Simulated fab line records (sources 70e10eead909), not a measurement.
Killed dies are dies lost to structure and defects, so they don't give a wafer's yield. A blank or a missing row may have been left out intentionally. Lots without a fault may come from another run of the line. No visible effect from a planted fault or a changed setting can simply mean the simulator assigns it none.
Matching of chambers    flow nand-harc    rie-diel-07 running NHARC_A_STAIRCASE_TRIM_233: 4 sister chambers
The step chemistry O2, time 211.2 s. 4 wafers are shown with their chamber, then 7 later ones without.

## WAFERS, EACH WITH ITS CHAMBER
wafer   chamber  drypump-motor-current-A (A)
L576.4  2        6.2
L579.3  1        6.7
L579.5  0        5.4
L581.1  3        5.1

## WAFERS WHOSE CHAMBER IS MISSING
wafer   drypump-motor-current-A (A)
L581.5  5.3
L581.6  5.1
L584.1  5.1
L584.2  5.3
L584.3  6.7
L592.2  6.2
L592.4  6.7

## EACH ONE'S CHAMBER
wafer   from the rows above      in truth
L581.5  can't be placed: 0 or 3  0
L581.6  3                        3
L584.1  3                        3
L584.2  can't be placed: 0 or 3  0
L584.3  1                        1
L592.2  2                        2
L592.4  1                        1
Correctly placed: 5 of 7. Can't be placed from these rows: 2 (the true chamber is among the candidates in 2). Wrongly placed: 0.
How it was worked out, from the rows above alone: a wafer's distance from a chamber is the root of the sum, over the readings, of the square of ((its reading less the chamber's mean) divided by the reading's scatter). The wafer belongs to the nearest chamber; if the next one is less than 2 further off, it can't be placed. For every chamber, the mean is computed from those of its wafers that are shown. The scatter: root of mean squared gap, hidden wafer to nearest shown wafer, with one shown wafer a chamber.
